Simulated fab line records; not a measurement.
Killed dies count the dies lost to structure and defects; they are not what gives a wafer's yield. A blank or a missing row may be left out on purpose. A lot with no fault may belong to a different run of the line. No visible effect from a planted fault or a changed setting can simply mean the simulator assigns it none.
Matching of chambers :: flow nand harc :: NHARC_P_CONTACT_CMP_24 on cmp-03 has 4 sister chambers
The step polishes, t overpolish 30 s, target thk 200 nm. 8 wafers are shown with their chamber, then 8 later ones without.

== WAFERS PAIRED WITH THEIR CHAMBERS ==
wafer: L080.2
chamber: 1
motor current A (A): 12.4
overpolish run s (s): 30.010

wafer: L080.3
chamber: 0
motor current A (A): 14.7
overpolish run s (s): 29.994

wafer: L087.4
chamber: 2
motor current A (A): 9.3
overpolish run s (s): 30.014

wafer: L091.1
chamber: 3
motor current A (A): 13.7
overpolish run s (s): 30.013

wafer: L091.3
chamber: 1
motor current A (A): 12.6
overpolish run s (s): 29.991

wafer: L091.4
chamber: 0
motor current A (A): 15.3
overpolish run s (s): 29.987

wafer: L092.1
chamber: 2
motor current A (A): 9.6
overpolish run s (s): 30.009

wafer: L092.4
chamber: 3
motor current A (A): 13.6
overpolish run s (s): 30.005

== WAFERS WHOSE CHAMBER IS MISSING ==
wafer: L094.3
motor current A (A): 12.7
overpolish run s (s): 30.002

wafer: L094.4
motor current A (A): 15.1
overpolish run s (s): 29.991

wafer: L095.1
motor current A (A): 12.8
overpolish run s (s): 30.000

wafer: L095.2
motor current A (A): 13.3
overpolish run s (s): 30.012

wafer: L095.4
motor current A (A): 9.5
overpolish run s (s): 30.003

wafer: L097.2
motor current A (A): 13.3
overpolish run s (s): 30.000

wafer: L097.3
motor current A (A): 9.8
overpolish run s (s): 30.002

wafer: L097.4
motor current A (A): 12.3
overpolish run s (s): 29.997

== EACH ONE'S CHAMBER ==
wafer: L094.3
from the rows above: 1
in truth: 1

wafer: L094.4
from the rows above: 0
in truth: 0

wafer: L095.1
from the rows above: 1
in truth: 1

wafer: L095.2
from the rows above: 3
in truth: 3

wafer: L095.4
from the rows above: 2
in truth: 2

wafer: L097.2
from the rows above: can't be placed: 3 or 1
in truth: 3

wafer: L097.3
from the rows above: 2
in truth: 2

wafer: L097.4
from the rows above: 1
in truth: 1
Correctly placed: 7 of 8. Not placeable from these rows: 1 (in 1, the candidates include the true chamber). Placed wrongly: 0.
How it was worked out, from the rows above alone: a wafer's distance from a chamber is the root of the sum, over the readings, of the square of ((its reading less the chamber's mean) divided by the reading's scatter). The wafer belongs to the nearest chamber; if the next one is less than 2 further off, it can't be placed. The mean given for a chamber averages the wafers shown for that chamber. The scatter is the square root of a quotient: the sum, over the shown wafers, of each reading's squared deviation from its chamber's mean, divided by wafers minus chambers.
